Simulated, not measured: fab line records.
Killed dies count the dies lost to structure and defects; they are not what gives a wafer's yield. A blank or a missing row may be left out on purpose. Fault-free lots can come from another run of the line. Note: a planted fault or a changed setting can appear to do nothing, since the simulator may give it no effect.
Split-lot trial -- flow n5 finfet -- route with 1938 steps; 7 lots, 21 wafers read

## SPLIT DETAILS
At N5_FIN_CUT_COAT_02 (resist thk 30 nm), the setting spin rpm was moved away from the recipe's 1500 rpm on 5 of the 21 wafers read, by -8.7% to +10.3%. The other wafers ran this setting at the recipe's value.

## FROM THE SPLIT TO THE READING: what the file shows between them, 2 steps
- N5_FIN_CUT_EBR_04
- N5_FIN_CUT_SOFTBAKE_03: time 60 s

## THE READING
CAR-EUV_of_FIN_CUT_COAT_02.thk nm (the simulator's own value, which no gauge read), in nm, at N5_FIN_CUT_DESCUM_13 (chemistry O2, time 7 s). The file does not state a usual value for it. Across the 16 wafers here that went through the recipe, the average is 26.1 nm and the standard deviation 0.12 nm.

wafer,"tool, chamber at the split","spin rpm as run, rpm",against the recipe,"CAR-EUV_of_FIN_CUT_COAT_02.thk nm, nm",against lot-mates on the recipe
L078.3,"litho track-05, 0",1379,-8.1%,27,+1.0
L078.6,"litho track-05, 0",1379,-8.1%,27,+1.0
L078.4,"litho track-05, 0",1500,recipe,26,-
L079.1,"litho track-05, 0",1500,recipe,26.2,-
L079.3,"litho track-05, 0",1500,recipe,26.2,-
L079.5,"litho track-05, 0",1500,recipe,26,-
L083.2,"litho track-03, 0",1500,recipe,26,-
L083.5,"litho track-03, 0",1500,recipe,26,-
L083.6,"litho track-03, 0",1402,-6.5%,27,+1.0
L084.2,"litho track-03, 0",1500,recipe,26.2,-
L084.3,"litho track-03, 0",1500,recipe,26.2,-
L084.4,"litho track-03, 0",1654,+10.3%,24.6,-1.6
L085.1,"litho track-01, 0",1500,recipe,26.2,-
L085.5,"litho track-01, 0",1500,recipe,26.2,-
L085.6,"litho track-01, 0",1500,recipe,26.2,-
L087.1,"litho track-03, 0",1500,recipe,26,-
L087.2,"litho track-03, 0",1500,recipe,26,-
L087.3,"litho track-03, 0",1500,recipe,26,-
L088.1,"litho track-01, 0",1500,recipe,25.8,-
L088.3,"litho track-01, 0",1369,-8.7%,27.4,+1.5
L088.5,"litho track-01, 0",1500,recipe,26,-

THE FIT
A straight line over all 21 wafers: CAR-EUV_of_FIN_CUT_COAT_02.thk nm changes by -0.135 nm for each +1% of spin rpm; r = -0.98; the points scatter about the line by 0.13 nm.
The same after taking each lot's own level away (the mean of its wafers on the recipe; 21 wafers): -0.148 nm for each +1%; r = -0.99; scatter 0.095 nm.
The reading moves by 1.5 nm for the largest change in spin rpm, on that fit.
Measured against the standard deviation above, the lots' own levels, which go from 25.90 to 26.20 nm, span 2.5 times it.
The two slopes are in agreement: the lot-to-lot level therefore moves the slope only a little.
Check: with one of the wafers moved furthest among these (+10.3%) left out of the fit, the line predicts -1.48 nm for it against its lot-mates. It came out at -1.6 nm against them.

## OTHER SPLITS APPLIED TO THESE WAFERS
These wafers also went through other splits before the reading. Each is held against what the fit with the lots' levels taken away leaves over:
other split on the same wafers,wafers away from the commonest value,r with CAR-EUV_of_FIN_CUT_COAT_02.thk nm (lot level and that fit taken away)
N5_PMOS_HMC_CHANNEL_EPI_COAT_31 spin rpm,9,+0.05
N5_FIN_SAQP_ETCH_65 time s,7,+0.01

## THE WHOLE CHAIN: every reading that the file lists as answering this split, in the file's order
step,what it does,reading,change (the file's fit),r (the file's)
N5_FIN_CUT_COAT_02,resist thk 30 nm,"CAR-EUV_of_FIN_CUT_COAT_02.thk nm (the simulator's own value, which no gauge read)",-0.158 nm for each +1% of the setting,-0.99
N5_FIN_CUT_DESCUM_13,"chemistry O2, time 7 s","CAR-EUV_of_FIN_CUT_COAT_02.thk nm (the simulator's own value, which no gauge read)",-0.152 nm for each +1% of the setting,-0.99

## THE FILE'S OWN FIT
CAR-EUV_of_FIN_CUT_COAT_02.thk nm changes by -0.152 nm for each +1% of spin rpm, r = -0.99.
